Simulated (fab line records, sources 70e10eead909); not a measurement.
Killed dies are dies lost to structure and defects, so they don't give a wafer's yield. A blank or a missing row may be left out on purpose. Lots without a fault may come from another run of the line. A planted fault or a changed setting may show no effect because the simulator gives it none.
A struck lot beside a sound one | flow nand_harc | 42 steps out of a route of 1302
Sound: wafers L437.1, L437.2, L437.5. Struck: wafers L447.1, L447.2, L447.5. The cause comes at the end.
At each step with rows: each side's tool, then ch and its chambers, then its first start. Under that, the readings that differ: sound wafers | struck wafers | difference of the means | sigmas: that difference in standard deviations of wafers without a fault.
alike: readings whose means differ by less than 2 such deviations, and words and numbers that are the same on both sides. not compared: withheld readings, readings that some wafer has no value for, bounds like >300 that may hide the same value, and numbers for which the record gives no deviation and whose values overlap.
The two part at a step that has a row with sigmas, a row that says differs or no value, or rows on one side only. Numbers that don't overlap but have no deviation are shown without sigmas and don't part them. A reading that every wafer of one side lacks parts them only if that side has two wafers or more.

first, 5 steps without rows for these wafers: NHARC_A_CONTACT_ETCH_112 (etches the open film in C4F8/O2/Ar, time 190 s, target depth 1850 nm); NHARC_A_CONTACT_ETCH_113 (etches the open film in C4F8/O2/Ar, time 190 s, target depth 1850 nm); NHARC_A_CONTACT_ETCH_114 (etches the open film in C4F8/O2/Ar, time 190 s, target depth 1850 nm); NHARC_A_CONTACT_ETCH_115 (etches the open film in C4F8/O2/Ar, time 190 s, target depth 1850 nm); NHARC_A_CONTACT_ETCH_116 (etches the open film in C4F8/O2/Ar, time 190 s, target depth 1850 nm).
NHARC_A_CONTACT_ETCH_117: etches the open film in C4F8/O2/Ar, time 190 s, target depth 1850 nm.
  sound on har_cap_etch-02 ch 0,1, day 22 19:26; struck on har_cap_etch-02 ch 0,1, day 27 13:36
  not compared: rf_hours_counter_h
then, 1 step without rows for these wafers: NHARC_A_CONTACT_ETCH_118 (etches the open film in C4F8/O2/Ar, time 190 s, target depth 1850 nm).
NHARC_A_CONTACT_ETCH_119: etches the open film in C4F8/O2/Ar, time 190 s, target depth 1850 nm.
  sound on har_cap_etch-02 ch 0,1, day 22 19:47; struck on har_cap_etch-02 ch 0,1, day 27 14:03
  not compared: rf_hours_counter_h
then, 4 steps without rows for these wafers: NHARC_A_CONTACT_ETCH_120 (etches the open film in C4F8/O2/Ar, time 190 s, target depth 1850 nm); NHARC_A_CONTACT_ETCH_121 (etches the open film in C4F8/O2/Ar, time 190 s, target depth 1850 nm); NHARC_A_CONTACT_ETCH_122 (etches the open film in C4F8/O2/Ar, time 190 s, target depth 1850 nm); NHARC_A_CONTACT_ETCH_123 (etches the open film in C4F8/O2/Ar, time 490 s, target depth 2110 nm).
NHARC_A_CONTACT_ETCH_90: etches the open film in CH3F/O2, target depth 40 nm, time 85.7 s.
  sound on rie_diel-08 ch 2,3, day 22 21:28; struck on rie_diel-08 ch 2,3, day 27 16:07
  alike: drypump_motor_current_A, oes_product_au, rf_vpp_V, showerhead_plenum_p_Torr, throttle_valve_pct
  not compared: rf_hours_counter_h
then, 1 step without rows for these wafers: NHARC_A_CONTACT_ETCH_96 (etches the open film in C4F6/O2, target depth 20 nm, time 10 s).
NHARC_A_CONTACT_CD_MEAS_53:
  sound on cd_sem-03, day 22 21:40; struck on cd_sem-02, day 27 16:20
  alike: cd_nm
then, 3 steps without rows for these wafers: NHARC_A_CONTACT_STRIP_99 (strips in N2/H2); NHARC_A_CONTACT_STRIP_100 (strips in CF4/CHF3); NHARC_A_CONTACT_STRIP_101 (strips in O2/COS).
NHARC_A_CONTACT_ETCH_102: etches the open film in CF4/O2, target depth 100 nm, overetch 10 nm, time 55 s.
  sound on rie_diel-08 ch 0,2, day 22 21:58; struck on rie_diel-08 ch 1,2, day 27 16:37
  reading             | sound             | struck            | difference | sigmas
  oes_f_703_au (a.u.) | 1.004 1.008 1.003 | 0.997 0.994 0.998 | -0.009     | -2
  alike: drypump_motor_current_A, oes_ar_750_au, oes_o_777_au, oes_product_au, rf_vpp_V, showerhead_plenum_p_Torr, throttle_valve_pct
  not compared: rf_hours_counter_h
then, 2 steps without rows for these wafers: NHARC_A_CONTACT_STRIP_55 (strips in O2); NHARC_A_CONTACT_STRIP_56 (strips in post etch residue remover, time 600 s).
NHARC_A_CONTACT_DEP_57: deposits aC, target thk 5300 nm.
  sound on acl_dep-02 ch 0, day 23 00:15; struck on acl_dep-01 ch 0, day 27 17:17
  alike: throttle_valve_pct
then, 11 steps without rows for these wafers: NHARC_A_CONTACT_DEP_58 (deposits SiON, target thk 90 nm); NHARC_A_CONTACT_DEHYDRATE_59 (time 120 s); NHARC_A_CONTACT_HMDS_60 (time 30 s); NHARC_A_CONTACT_COAT_61 (time 75 s); NHARC_A_CONTACT_COAT_62 (time 65 s); NHARC_A_CONTACT_COAT_63 (resist thk 90 nm); NHARC_A_CONTACT_SOFTBAKE_64 (time 55 s); NHARC_A_CONTACT_EBR_65; NHARC_A_CONTACT_EXPOSE_66 (exposes mask A CC 2); NHARC_A_CONTACT_PEB_67 (peb time 65 s); NHARC_A_CONTACT_DEVELOP_68 (develop time 35 s).
NHARC_A_CONTACT_CD_MEAS_69: target cd 300 nm.
  sound on cd_sem-02 ch 0, day 23 04:15; struck on cd_sem-01 ch 0, day 27 21:08
  alike: cd_nm
NHARC_A_CONTACT_OVL_MEAS_70:
  sound on overlay-02, day 23 04:20; struck on overlay-02, day 27 21:13
  alike: overlay_x_nm, overlay_y_nm
then, 1 step without rows for these wafers: NHARC_A_CONTACT_DESCUM_74 (chemistry O2, time 3 s).
NHARC_A_CONTACT_ETCH_75: etches the open film in CF4, target depth 39 nm, time 65 s.
  sound on rie_diel-08 ch 1,3, day 23 04:31; struck on rie_diel-08 ch 0,2,3, day 27 21:24
  alike: drypump_motor_current_A, oes_product_au, rf_vpp_V, showerhead_plenum_p_Torr, throttle_valve_pct
  not compared: rf_hours_counter_h
then, 4 steps without rows for these wafers: NHARC_A_CONTACT_ETCH_76 (etches the open film in N2/H2, target depth 260 nm, time 475.3 s); NHARC_A_CONTACT_ETCH_77 (etches the open film in CF4/CHF3, target depth 108.9 nm, time 54.5 s); NHARC_A_CONTACT_ETCH_78 (etches the open film in O2/COS, target depth 5300 nm, time 1378 s); NHARC_A_CONTACT_ETCH_124 (etches the open film in C4F8/O2/Ar, time 140 s, target depth 700 nm).
-- the record jumps here: 2 days lie between the struck wafers' starts before and after (it left off in module A_CONTACT and takes up again in module END, whose first step shown is number 1302 of the route) --
NHARC_END_SORT_01:
  sound on prober-02 ch 0, day 25 17:22; struck on prober-01 ch 0, day 30 08:19
  reading         | sound    | struck      | difference | sigmas
  killed_at_array | 73 71 73 | 113 119 115 | +43        | +2
  killed_dies     | 77 77 78 | 116 120 120 | +41        | +2
  alike: killed_at_other, killed_at_periphery, killed_open, killed_short

WHERE THEY PART
First at NHARC_A_CONTACT_ETCH_102; last, within this record, at NHARC_END_SORT_01.

WHY: what the simulator had put in
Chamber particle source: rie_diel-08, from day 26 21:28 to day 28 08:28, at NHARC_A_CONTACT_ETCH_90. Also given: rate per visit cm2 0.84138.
